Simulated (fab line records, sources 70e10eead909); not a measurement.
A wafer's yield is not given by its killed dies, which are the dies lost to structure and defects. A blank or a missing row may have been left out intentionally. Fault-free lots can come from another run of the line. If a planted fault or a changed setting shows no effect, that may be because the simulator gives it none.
Struck lot and sound lot, side by side    flow nand_harc    13 steps out of a route of 1159
Sound: wafers L244.1, L244.2, L244.3. Wafers struck: L239.1, L239.4, L239.5. The cause is named last.
Order at every step that has rows: each side's tool, ch and its chambers, its first start. Under that, the readings that differ: sound wafers    struck wafers    difference of the means    sigmas: that difference in standard deviations of wafers without a fault.
alike: a reading whose means differ by less than 2 such deviations, as well as words and numbers matching on both sides. not compared: withheld readings; readings where some wafer has no value; bounds like >300 that might hide an equal value; numbers whose values overlap and for which the record gives no deviation.
The two part at a step that has a row with sigmas, a row that says differs or no value, or rows on one side only. Numbers that have no deviation but don't overlap get no sigmas and don't part them. Lack of a reading on every wafer of one side parts them only where that side has two or more wafers.

first, 1 step without rows for these wafers: NHARC_THIN_TSV_SRD_23.
NHARC_THIN_TSV_DEGAS_53: time 60 s.
  struck on pvd_sputter-01, day 22 04:53; sound on pvd_sputter-03, day 23 04:37
  alike: heater_power_w
NHARC_THIN_TSV_PRE_CLEAN_54: time 30 s.
  struck on pvd_sputter-01, day 22 04:57; sound on pvd_sputter-03, day 23 04:42
  alike: heater_power_w
then, 8 steps without rows for these wafers: NHARC_THIN_TSV_PVD_55 (deposits TiN, target thk 50 nm); NHARC_THIN_TSV_PVD_24 (deposits Al, target thk 800 nm); NHARC_THIN_TSV_DEHYDRATE_25 (time 120 s); NHARC_THIN_TSV_HMDS_26 (time 30 s); NHARC_THIN_TSV_COAT_27; NHARC_THIN_TSV_SOFTBAKE_28 (time 95 s); NHARC_THIN_TSV_EBR_29; NHARC_THIN_TSV_EXPOSE_30 (exposes mask PAD).
NHARC_THIN_TSV_PEB_31: peb time 85 s.
  sound on litho_track-07 ch 0, day 23 05:40; struck on litho_track-07, day 22 05:56
  no value came back on the struck wafers for chill_plate_temp_C (C), exhaust_pa (Pa), heater_power_total_W (W), resist_line_temp_C (C); on the sound wafers chill_plate_temp_C (C) reads 23.00 23.12 23.06
then, 1 step without rows for these wafers: NHARC_THIN_TSV_DEVELOP_32 (time 70 s).

== WHERE THEY PART ==
Within this record, at NHARC_THIN_TSV_PEB_31 only.

WHY: what the simulator had put in
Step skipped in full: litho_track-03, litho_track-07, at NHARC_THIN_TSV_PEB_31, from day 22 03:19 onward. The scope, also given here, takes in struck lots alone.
